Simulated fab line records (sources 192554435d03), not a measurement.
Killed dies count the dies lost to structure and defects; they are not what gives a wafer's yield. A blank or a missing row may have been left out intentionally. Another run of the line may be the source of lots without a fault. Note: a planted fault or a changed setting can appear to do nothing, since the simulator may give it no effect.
fab line records    flow n5_finfet
record: lots: 5  wafers: 15  last_day: 18
route steps=1938 shown BEOL_M14@1749 BEOL_M15@1773 PASSIVATION@1936
lots untouched by any fault: they come from a run of this same line in which no faults occurred
start_h: the number of hours between the record's first day and the start of the first shown wafer of the lot    wait_h: hours since the lot's step before    " identical to the entry in the row above    L1.1+2: a row that stands for several wafers    - value missing, or start not given    * or withheld: withheld    < > ~ a bound
route shown NAME@n: NAME is a module with steps in the file, n the number in the route of the first one    usual: mean/standard deviation of fault-free wafers    same: alike in all rows    chamber/n: place in a boat    sites: per-site readings    _std_site: standard deviation across them    _edge_site: inner sites' mean taken away from outer sites' mean    radius_mm: how far each site lies from the wafer's centre    mask NAME#n: copy n    behind: the last tool/chamber to shape the wafer    hold: the reason the lot was held/the length of the hold in hours/how it ended    device: names the non-switching transistor (n, p or np)    end of line: tests of these same wafers at the route's end    where a step has no rows: the recipe by itself    killed: dies that structure and defects cost at the first sort, which is not the same as the wafer's yield    map: the dies of a wafer, with x for killed, . for not killed, _ for no die there
set.NAME: the setting the step ran with; set.NAME@STEP: the setting that earlier step ran with    model.NAME: the simulator's own value behind a step, which no gauge read
a table for each step, a row for each wafer; lots at some steps of the route
services: from which hour (start_h, from the record's first day; less than 0 if before it) a tool's chamber was out of use, for how many hours, and why
== steps ==
step: N5_BEOL_M14_DESCUM_33
recipe: chemistry: O2  time_s: 7.9  source_power_w: 50  bias_power_w: 20  pressure_mtorr: 20  rf_frequency_hz: 2.712e+07  temp_c: 40  o2_flow_sccm: 225
step: N5_BEOL_M14_ETCH_67
recipe: chemistry: CF4  target: SiARC  target_depth_a: 1430  time_s: 238.3  ion_energy_ev: 80  pressure_mtorr: 40  source_w: 545  bias_w: 36  Ar_flow_sccm: 100  cf4_flow_sccm: 100  ends: cleared
step: N5_BEOL_M14_ETCH_68
recipe: chemistry: N2/H2  target: SOC  mask_material: SiARC  source_w: 3000  bias_w: 350  temp_c: 40  time_s: 450  ion_energy_ev: 200  pressure_mtorr: 30  n2_flow_sccm: 200  h2_flow_sccm: 200
step: N5_BEOL_M14_STRIP_69
recipe: chemistry: N2/H2  temp_c: 40  n2_flow_sccm: 200  h2_flow_sccm: 200  rf_frequency_hz: 6e+07
step: N5_BEOL_M14_TRENCH_ETCH_34
recipe: chemistry: C4F8/O2/Ar  target: SiO2  target_depth_a: 5566.5  mask_material: SOC  he_inner_torr: 15  he_outer_torr: 30  time_s: 126.9  ion_energy_ev: 800  pressure_mtorr: 20  source_w: 1905  bias_w: 2040  Ar_flow_sccm: 400  C4F8_flow_sccm: 16  O2_flow_sccm: 12
usual: drypump_motor_current_A: 5.8/0.47  oes_product_au: 0.81/0.091  rf_vpp_V: 2240/43  showerhead_plenum_p_Torr: 3.48/0.12  throttle_valve_pct: 30.80/0.27
lot.wafer  tool         chamber  start_h  wait_h  drypump_motor_current_A  oes_product_au  rf_hours_counter_h  rf_vpp_V  showerhead_plenum_p_Torr  throttle_valve_pct
L467.1     rie_diel-02  2        285.37   0.0     5.2                      0.98            5                   2223      3.52                      31.07
L467.2     "            0        "        "       5.3                      0.67            244                 2231      3.23                      30.51
L467.5     "            0        "        "       5.3                      0.67            -                   2231      3.23                      30.51
L473.2     rie_diel-04  0        323.57   0.0     6.7                      0.84            52                  2302      3.63                      30.96
L473.3     "            3        "        "       6.4                      0.80            91                  2279      3.49                      31.18
L473.5     "            3        "        "       6.4                      0.81            -                   2279      3.49                      31.19
L475.2     rie_diel-03  0        342.20   0.0     5.6                      0.70            244                 2239      3.37                      30.76
L475.3     "            3        "        "       5.7                      0.87            53                  2154      3.63                      30.86
L475.6     "            3        "        "       5.7                      0.86            -                   2152      3.63                      30.87
L480.1     rie_diel-04  0        364.07   0.0     6.7                      0.82            62                  2303      3.62                      30.97
L480.5     "            1        "        "       6.3                      0.88            -                   2165      3.34                      30.59
L480.6     "            0        "        "       6.7                      0.82            -                   2301      3.62                      30.96
L484.2     rie_diel-04  1        395.40   0.0     6.3                      0.87            65                  2163      3.34                      30.61
L484.4     "            2        "        "       5.6                      0.86            46                  2263      3.61                      30.62
L484.6     "            3        "        "       6.4                      0.79            -                   2277      3.48                      31.24
step: N5_BEOL_M14_STRIP_70
recipe: chemistry: C4F8/O2/Ar  resist: SiARC  rf_frequency_hz: 6e+07
step: N5_BEOL_M14_OCD_MEAS_35
usual: trench_depth_nm: 554/14
lot.wafer  tool    chamber  start_h  wait_h  trench_depth_nm
L467.1     ocd-01  -        285.53   0.0     557
L467.2     "       -        "        "       537
L467.5     "       -        "        "       537
L473.2     ocd-02  -        323.72   0.0     554
L473.3     "       -        "        "       547
L473.5     "       -        "        "       549
L475.2     ocd-02  -        342.35   0.0     570
L475.3     "       -        "        "       565
L475.6     "       -        "        "       564
L480.1     ocd-01  -        364.22   0.0     552
L480.5     "       -        "        "       576
L480.6     "       -        "        "       552
L484.2     ocd-01  -        395.56   0.0     580
L484.4     "       -        "        "       544
L484.6     "       -        "        "       553
step: N5_BEOL_M14_STRIP_37
recipe: chemistry: O2  power_w: 600  temp_c: 60  pressure_mtorr: 30  rf_frequency_hz: 6e+07  bias_power_w: 0  overash_fraction: 0.3  o2_flow_sccm: 225
step: N5_BEOL_M14_ETCH_38
recipe: chemistry: CF4/N2  target: SiCN  target_depth_a: 1065  taper_deg: 2  time_s: 120.6  ion_energy_ev: 150  mask_material: SiO2  pressure_mtorr: 40  source_w: 430  bias_w: 70  Ar_flow_sccm: 100  cf4_flow_sccm: 60  n2_flow_sccm: 60
step: N5_BEOL_M14_PRECLEAN_39
recipe: chemistry: residue_remover  time_s: 60  temp_c: 40
step: N5_BEOL_M14_SRD_40
recipe: time_s: 30  temp_c: 23  rinse_liquid: diw  dry: n2_spin  spin_rpm: 1500  dry_time_s: 30
step: N5_BEOL_M14_DEGAS_41
recipe: ambient: vacuum  temp_c: 300  time_s: 60
usual: heater_power_w: 463/35
lot.wafer  tool            chamber  start_h  wait_h  heater_power_w
L467.1     pvd_sputter-03  -        289.39   3.5     448
L467.2     "               -        "        "       502
L467.5     "               -        "        "       452
L473.2     pvd_sputter-02  -        330.09   0.4     473
L473.3     "               -        "        "       460
L473.5     "               -        "        "       493
L475.2     pvd_sputter-02  -        342.65   0.0     492
L475.3     "               -        "        "       477
L475.6     "               -        "        "       473
L480.1     pvd_sputter-02  -        365.08   0.2     486
L480.5     "               -        "        "       426
L480.6     "               -        "        "       489
L484.2     pvd_sputter-01  -        398.39   0.3     390
L484.4     "               -        "        "       419
L484.6     "               -        "        "       495
step: N5_BEOL_M14_PRE_CLEAN_42
recipe: gas: H2/He  time_s: 30  temp_c: 300
usual: heater_power_w: 462/34
lot.wafer  tool            chamber  start_h  wait_h  heater_power_w
L467.1     pvd_sputter-03  -        289.43   0.0     440
L467.2     "               -        "        "       511
L467.5     "               -        "        "       451
L473.2     pvd_sputter-02  -        330.13   0.0     484
L473.3     "               -        "        "       482
L473.5     "               -        "        "       489
L475.2     pvd_sputter-02  -        342.69   0.0     484
L475.3     "               -        "        "       462
L475.6     "               -        "        "       475
L480.1     pvd_sputter-02  -        365.12   0.0     494
L480.5     "               -        "        "       425
L480.6     "               -        "        "       477
L484.2     pvd_sputter-01  -        398.43   0.0     405
L484.4     "               -        "        "       412
L484.6     "               -        "        "       502
step: N5_BEOL_M14_SPUTTER_43
recipe: material: TaN  target_thk_a: 150  temp_c: 50  bias_v: 168.6  power_w: 15000  chamber_pressure_pa: 0.12  time_s: 24.19
step: N5_BEOL_M14_SPUTTER_44
recipe: material: Ta  target_thk_a: 150  temp_c: 50  bias_v: 80  power_w: 15000  chamber_pressure_pa: 0.07  time_s: 24.19
step: N5_BEOL_M14_SPUTTER_45
recipe: material: Cu  target_thk_a: 1000  temp_c: -20  bias_v: 60  power_w: 26000  chamber_pressure_pa: 0.13  time_s: 16.67
usual: throttle_valve_pct: 29.9/1.2
lot.wafer  tool            chamber  start_h  wait_h  throttle_valve_pct
L467.1     pvd_sputter-03  -        289.63   0.0     29.2
L467.2     "               -        "        "       28.8
L467.5     "               -        "        "       28.8
L473.2     pvd_sputter-02  -        330.33   0.0     29.5
L473.3     "               -        "        "       32.0
L473.5     "               -        "        "       29.3
L475.2     pvd_sputter-02  -        342.89   0.0     29.2
L475.3     "               -        "        "       32.2
L475.6     "               -        "        "       31.9
L480.1     pvd_sputter-02  -        365.32   0.0     28.9
L480.5     "               -        "        "       30.3
L480.6     "               -        "        "       29.4
L484.2     pvd_sputter-01  -        398.63   0.0     28.2
L484.4     "               -        "        "       30.0
L484.6     "               -        "        "       31.6
step: N5_BEOL_M14_ECD_47
recipe: material: Cu  target_thk_a: 12480
step: N5_BEOL_M14_ANNEAL_48
recipe: temp_c: 225  time_s: 90  ambient: N2
step: N5_BEOL_M14_CMP_49
recipe: stop_on: SiO2  t_overpolish_s: 5.2  down_force_psi: 2  platen_rpm: 80  clearing_platen_down_force_psi: 2  clearing_platen_rpm: 80  post_cmp_clean: cu_alkaline  target_thk_nm: 560  clearing_platen_pad_velocity_m_s: 1.5917  pad_velocity_m_s: 1.5917
step: N5_BEOL_M14_THK_MEAS_50
recipe: thk_meas_gauge: xrf  reads: Cu_of_BEOL_M14_ECD_47
usual: M14_THK: 546/15
lot.wafer  tool           chamber  start_h  wait_h  M14_THK[nm]
L467.1     film_metro-01  -        290.53   -       551
L467.2     "              -        "        "       531
L467.5     "              -        "        "       531
L473.2     film_metro-02  -        331.23   -       551
L473.3     "              -        "        "       544
L473.5     "              -        "        "       548
L475.2     film_metro-01  -        343.79   -       555
L475.3     "              -        "        "       547
L475.6     "              -        "        "       545
L480.1     film_metro-01  -        366.22   -       539
L480.5     "              -        "        "       562
L480.6     "              -        "        "       537
L484.2     film_metro-01  -        399.53   -       570
L484.4     "              -        "        "       537
L484.6     "              -        "        "       546
step: N5_BEOL_M14_PRE_CLEAN_52
recipe: gas: NH3  time_s: 15  temp_c: withheld  rf_power_w: 300
step: N5_BEOL_M14_DEP_53
recipe: material: SiCN  target_thk_a: 500  temp_c: withheld  precursor: 3MS/NH3  pressure_torr: 3  rf_w: 675  time_s: 17.8
step: N5_BEOL_M14_RS_MEAS_54
recipe: thk_meas_gauge: four-point-probe  reads: Cu_of_BEOL_M14_ECD_47+Ta_of_BEOL_M14_SPUTTER_44+TaN_of_BEOL_M14_SPUTTER_43
usual: M14_RS: 0.0334/0.00086
lot.wafer  tool           chamber  start_h  wait_h  M14_RS[ohm/sq]
L467.1     film_metro-02  -        290.66   0.0     0.0332
L467.2     "              -        "        "       0.0345
L467.5     "              -        "        "       0.0345
L473.2     film_metro-02  -        331.41   0.1     0.0332
L473.3     "              -        "        "       0.0337
L473.5     "              -        "        "       0.0336
L475.2     film_metro-01  -        343.92   0.1     0.0324
L475.3     "              -        "        "       0.0328
L475.6     "              -        "        "       0.0328
L480.1     film_metro-01  -        366.35   0.0     0.0335
L480.5     "              -        "        "       0.0321
L480.6     "              -        "        "       0.0335
L484.2     film_metro-01  -        399.65   0.1     0.0318
L484.4     "              -        "        "       0.0341
L484.6     "              -        "        "       0.0334
step: N5_BEOL_M15_ILD_DEP_00
recipe: material: SiO2  target_thk_a: 16293  temp_c: 400  precursor: TEOS/O2  pressure_torr: 6.5  rf_w: 900  teos_flow_sccm: 161.4  gas: O2  flow_sccm: 2650  time_s: 346.1
step: N5_BEOL_M15_THK_MEAS_01
recipe: reads: SiO2_of_BEOL_M15_ILD_DEP_00
usual: M15_ILD_THK: 1620/21
lot.wafer  tool           chamber  start_h  wait_h  M15_ILD_THK[nm]
L467.1     film_metro-01  -        290.97   0.1     1630
L467.2     "              -        "        "       1620
L467.5     "              -        "        "       1610
L473.2     film_metro-02  -        331.73   0.1     1598
L473.3     "              -        "        "       1560
L473.5     "              -        "        "       1618
L475.2     film_metro-01  -        344.34   0.3     1612
L475.3     "              -        "        "       1624
L475.6     "              -        "        "       1608
L480.1     film_metro-01  -        366.66   0.1     1601
L480.5     "              -        "        "       1641
L480.6     "              -        "        "       1630
L484.2     film_metro-02  -        399.97   0.1     1634
L484.4     "              -        "        "       1631
L484.6     "              -        "        "       1624
step: N5_BEOL_M15_COAT_58
recipe: resist: BARC  temp_c: 205  time_s: 60  spin_rpm: 1500  resist_thk_nm: 89
step: N5_BEOL_M15_COAT_04
recipe: spin_rpm: 1704  resist_thk_nm: 800
step: N5_BEOL_M15_EBR_06
recipe: solvent: PGMEA  ebr_width_mm: 1.5
step: N5_BEOL_M15_SOFTBAKE_05
recipe: temp_c: 130  time_s: 60
step: N5_BEOL_M15_EXPOSE_07
recipe: mask_id: V14  na: 0.8  source_shape: annular  sigma_inner: 0.5  sigma_outer: 0.8  polarization: unpolarized  attpsm_phase_deg: 180  dose_mj: 41.25
step: N5_BEOL_M15_PEB_08
recipe: peb_temp_c: 130  peb_time_s: 90
step: N5_BEOL_M15_DEVELOP_09
recipe: develop_time_s: 45  rinse_liquid: diw  dry: air_spin  dev_temp_c: 21
step: N5_BEOL_M15_HARDBAKE_14
recipe: temp_c: 130  time_s: 120
step: N5_BEOL_M15_CD_MEAS_10
recipe: target_cd_nm: 360  landing_energy_ev: 500  detector: se_inlens  polarity: opening
usual: cd_nm: 360.6/1.7
lot.wafer  tool       chamber  start_h  wait_h  cd_nm
L467.1     cd_sem-01  0        291.40   -       361.7
L467.2     "          0        "        "       360.8
L467.5     "          0        "        "       358.1
L473.2     cd_sem-01  0        332.16   -       361.6
L473.3     "          0        "        "       361.8
L473.5     "          0        "        "       360.8
L475.2     cd_sem-01  0        344.65   -       363.4
L475.3     "          0        "        "       360.2
L475.6     "          0        "        "       360.8
L480.1     cd_sem-01  0        366.97   -       361.8
L480.5     "          0        "        "       361.2
L480.6     "          0        "        "       361.2
L484.2     cd_sem-02  0        400.40   -       359.6
L484.4     "          0        "        "       360.3
L484.6     "          0        "        "       362.1
step: N5_BEOL_M15_OVL_MEAS_11
recipe: points_per_wafer: 44
usual: V14_OVL: -2/6.2
lot.wafer  tool        chamber  start_h  wait_h  V14_OVL[nm]
L467.1     overlay-02  0        291.43   0.0     -3
L467.2     "           0        "        "       8
L467.5     "           0        "        "       9
L473.2     overlay-01  0        332.19   0.0     2
L473.3     "           0        "        "       6
L473.5     "           0        "        "       1
L475.2     overlay-02  0        344.68   0.0     0
L475.3     "           0        "        "       0
L475.6     "           0        "        "       -2
L480.1     overlay-02  0        367.00   0.0     -13
L480.5     "           0        "        "       -6
L480.6     "           0        "        "       -5
L484.2     overlay-02  0        400.43   0.0     -11
L484.4     "           0        "        "       -18
L484.6     "           0        "        "       -8
step: N5_BEOL_M15_DESCUM_15
recipe: chemistry: O2  time_s: 7.9  source_power_w: 50  bias_power_w: 20  pressure_mtorr: 20  rf_frequency_hz: 2.712e+07  temp_c: 40  o2_flow_sccm: 225
step: N5_BEOL_M15_ETCH_59
recipe: chemistry: N2/H2  target: BARC  target_depth_a: 890  overetch_a: 267  time_s: 67.9  ion_energy_ev: 200  pressure_mtorr: 30  source_w: 840  bias_w: 150  n2_flow_sccm: 200  h2_flow_sccm: 200
step: N5_BEOL_M15_VIA_ETCH_16
recipe: chemistry: C4F8/O2/Ar  target: SiO2  he_inner_torr: 15  he_outer_torr: 30  target_depth_a: 17922  time_s: withheld  ion_energy_ev: 800  pressure_mtorr: 20  source_w: 1905  bias_w: 2040  Ar_flow_sccm: 400  C4F8_flow_sccm: 16  O2_flow_sccm: 12  ends: cleared
usual: drypump_motor_current_A: 5.9/0.4  oes_product_au: 0.70/0.083  rf_vpp_V: 2230/34  showerhead_plenum_p_Torr: 3.48/0.13  throttle_valve_pct: 30.85/0.27
lot.wafer  tool         chamber  start_h  wait_h  drypump_motor_current_A  oes_product_au  rf_vpp_V  showerhead_plenum_p_Torr  throttle_valve_pct
L467.1     rie_diel-05  3        291.60   0.0     5.8                      0.63            2221      3.56                      31.15
L467.2     "            0        "        "       5.5                      0.65            2260      3.29                      31.09
L467.5     "            3        "        "       5.8                      0.64            2221      3.56                      31.17
L473.2     rie_diel-05  3        332.33   0.0     5.8                      0.62            2220      3.55                      31.18
L473.3     "            2        "        "       5.6                      0.81            2271      3.49                      30.76
L473.5     "            1        "        "       6.1                      0.86            2233      3.66                      30.32
L475.2     rie_diel-06  3        344.83   0.0     6.3                      0.67            2204      3.46                      31.03
L475.3     "            1        "        "       5.8                      0.71            2229      3.49                      31.01
L475.6     "            1        "        "       5.8                      0.72            2227      3.49                      31.03
L480.1     rie_diel-05  3        367.42   0.0     5.8                      0.61            2221      3.54                      31.17
L480.5     "            2        "        "       5.7                      0.79            2271      3.48                      30.74
L480.6     "            3        "        "       5.8                      0.61            2220      3.54                      31.19
L484.2     rie_diel-01  0        400.57   0.0     5.5                      0.68            2209      3.59                      31.12
L484.4     "            1        "        "       6.3                      0.66            2280      3.54                      30.44
L484.6     "            1        "        "       6.3                      0.66            2280      3.54                      30.46
step: N5_BEOL_M15_STRIP_63
recipe: chemistry: O2  power_w: 600  temp_c: 60  pressure_mtorr: 30  rf_frequency_hz: 6e+07  bias_power_w: 0  overash_fraction: 0.3  o2_flow_sccm: 225
step: N5_BEOL_M15_STRIP_64
recipe: chemistry: O2  power_w: 600  temp_c: 60  pressure_mtorr: 30  rf_frequency_hz: 6e+07  bias_power_w: 0  overash_fraction: 0.3  o2_flow_sccm: 225
usual: drypump_motor_current_A: 5.9/0.4  oes_product_au: 0.77/0.095  rf_vpp_V: 3.6/0.45  showerhead_plenum_p_Torr: 2.12/0.083  throttle_valve_pct: 16.68/0.23
lot.wafer  tool         chamber  start_h  wait_h  drypump_motor_current_A  oes_product_au  rf_hours_counter_h  rf_vpp_V  showerhead_plenum_p_Torr  throttle_valve_pct
L467.1     rie_diel-05  3        -        -       5.8                      0.69            222                 3.6       2.16                      16.89
L467.2     "            0        "        "       5.5                      0.73            172                 3.6       2.00                      16.92
L467.5     "            3        "        "       5.8                      0.69            -                   3.8       2.16                      16.90
L473.2     rie_diel-05  3        -        -       5.8                      0.69            238                 4.4       2.16                      16.92
L473.3     "            2        "        "       5.6                      0.91            31                  3.7       2.15                      16.59
L473.5     "            1        "        "       6.1                      0.96            -                   2.9       2.22                      16.00
L475.2     rie_diel-06  3        -        -       6.3                      0.75            133                 4.4       2.10                      16.70
L475.3     "            1        "        "       5.8                      0.79            93                  4.2       2.11                      16.63
L475.6     "            1        "        "       5.8                      0.79            -                   3.1       2.11                      16.63
L480.1     rie_diel-05  3        -        -       5.8                      0.68            250                 3.3       2.15                      16.94
L480.5     "            2        "        "       5.6                      0.89            -                   2.8       2.14                      16.59
L480.6     "            3        "        "       5.8                      0.68            -                   4.1       2.15                      16.94
L484.2     rie_diel-01  0        -        -       5.5                      0.75            140                 3.6       2.20                      16.87
L484.4     "            1        "        "       6.3                      0.72            224                 3.0       2.18                      16.51
L484.6     "            1        "        "       6.3                      0.73            -                   3.8       2.18                      16.52
step: N5_PASSIVATION_PROBE_49
usual: defect_limited_yield: 90.9/1.4  killed_at_M0_to_M3: 37/12  killed_at_M4_up: 14/5.3  killed_at_contacts: 12/6.2  killed_at_front_end: 41/11  killed_at_other: 3.7/2.9  killed_dies: 107/17  killed_open: 71/12  killed_short: 34/7.9  sort_bin_5_function: 5.3/0.95  sort_bin_6_memory: 3.4/0.7  sort_n_pass: 1073/17  sort_yield_pct: 90.9/1.5
same: gross_dies: 1180  killed_at_back_side: 0  sort_bin_4_leakage[%]: 0  sort_bin_8_speed[%]: 0
lot.wafer  tool       chamber  start_h  wait_h  defect_limited_yield[%]  killed_at_M0_to_M3  killed_at_M4_up  killed_at_contacts  killed_at_front_end  killed_at_other  killed_dies  killed_open  killed_short  sort_bin_5_function[%]  sort_bin_6_memory[%]  sort_n_pass  sort_yield_pct[%]
L480.5     prober-01  -        389.59   0.2     82.2                     30                  110              18                  44                   8                210          78           31            10.8                    5.3                   970          82.2
killed by level:class
L480.5 BEOL_M14:unspecified=100 MOL_CONTACT_COAG:geometric_particle:open=17 FIN_SAQP:geometric_particle:open=13 BEOL_M0_SAQP:geometric_particle:open=11 BEOL_M1:geometric_particle:open=10 DUMMY_GATE:geometric_particle:open=9 FIN_SAQP:geometric_particle:short=8 BEOL_M0_SAQP:geometric_particle:short=5
map L480.5 (x killed, . not)
_________________.........xx.________________
______________....x......x.x...._____________
___________...x.....x.....x......x.__________
__________...x..x..................._________
________........x......x.........x..x._______
_______.......x...x...............x..x.______
______x..................x.......x......_____
_____...........x.....x........x.........____
____.............x.............x..........___
___.....xx.x...................x....x.x....__
___..........x..........x..................__
__..........x............x.....x......x....._
__...x...............x...x.x.......x.x.....x_
_..x........xx.........x......x.xx..x..xx....
_x...........x..........x......x.xx.xx..x....
_....x...xx........xx....x...x..xxxxxxxxxx...
_....x....x...............x.x..xx.xxxxxxx..x.
_...........x.............x.x.xxxxxxxxxx..x..
_......xx......................xxxxxxxxxxxxx.
_............................xxxxxxxxxxxxx..x
_...x........x.x....x..........xxxxxxxxx.xxx.
__.............x.............x.xxxxxxxxx.x.._
__..............................x.xxxxxx..x._
___......xx...........x.........x.x.x.x....__
___...x.......x.............x.....x...x..x.__
____....x.................................___
_____............x.......................____
______..........x.............x........x_____
_______x.....................xx......x.______
________.......xx....x..x...x........._______
__________...x.....x................_________
___________x...........x........x..__________
______________........x........._____________
_________________....xx......________________
map L473.3 (x killed, . not)
_________________x........x..________________
______________............xx.x.._____________
___________.........x..............__________
__________.....x.................x.._________
________.x....................x......._______
_______............x.....x......x.x....______
______......x....x...................x.._____
_____............x..................x....____
____.x.....xx..x........x..x.x..x........x___
___............x........x.........x........__
___...x......x...x.x..x.......x........x...__
__...........................x..x..........._
__...........x...x..........x.x.x.........x._
_............x............................x..
_.x..............x...........xx....x.........
_....x........................x.........x....
_.................................x..........
_...x....x.....x......x..........x...x.......
_...........x...x.x.......................x..
_....x.x...x....x...x....x...................
_.x......x.x....x..........................x.
__..........x......................x........_
__x.........x.........................x....._
___......xx...................x............__
___......x.....x..........xx...............__
____........................xx..x.....x...___
_____...........x..x..x...x..x.........x.____
______.x..........................x.x..._____
_______..x..............x............x.______
________.....xx.............x........._______
__________x.................x......._________
___________x.....x..............x.x__________
______________.x................_____________
_________________....x.......________________
== services ==
tool            chamber  start_h  hours  kind
rie_diel-06     0        271.64   2.8    repair
rie_diel-05     1        280.56   -      clean
rie_diel-05     1        280.56   -      consumable_replace:focus_ring
rie_diel-05     1        280.56   -      consumable_replace:showerhead
rie_diel-05     2        296.80   2.9    repair
rie_diel-03     0        310.73   1.4    repair
rie_diel-06     3        316.56   4.0    repair
rie_diel-03     2        316.71   5.3    repair
rie_diel-06     -        325.45   14.6   pm
rie_diel-01     -        336.07   0.2    repair
pvd_sputter-01  -        339.12   1.2    repair
rie_diel-04     3        341.69   14.3   repair
rie_diel-02     -        344.12   2.0    repair
rie_diel-04     1        345.68   5.8    repair
rie_diel-04     -        346.66   14.6   pm
rie_diel-01     0        347.03   9.4    repair
rie_diel-01     3        356.46   -      clean
rie_diel-01     3        356.46   -      consumable_replace:focus_ring
rie_diel-02     0        362.01   4.7    repair
rie_diel-05     1        366.67   2.3    repair
rie_diel-05     3        368.93   -      clean
rie_diel-05     3        368.93   -      consumable_replace:focus_ring
rie_diel-05     3        368.93   21.4   scheduled_down
rie_diel-05     3        368.93   21.4   vent_cycle
== key ==
first_sign: step: N5_PASSIVATION_PROBE_49  reading: killed_at_M4_up  direction: up  sigmas: 18  usual: 14  struck: 110
effect: step: N5_PASSIVATION_PROBE_49  reading: killed_dies  direction: up  sigmas: 6  usual: 107  struck: 210
more_kills_born_at: N5_BEOL_M14_PRE_CLEAN_42@pvd_sputter-02: 100
met_at N5_BEOL_M14_PRE_CLEAN_42
struck_wafers L480.5
fault: kind: chamber_particle_source  tool: pvd_sputter-02  chamber: -  onset_h: 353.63  steps: N5_BEOL_M14_PRE_CLEAN_42  rate_per_visit_cm2: 0.47843  end_h: 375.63  scope: struck_wafers_only
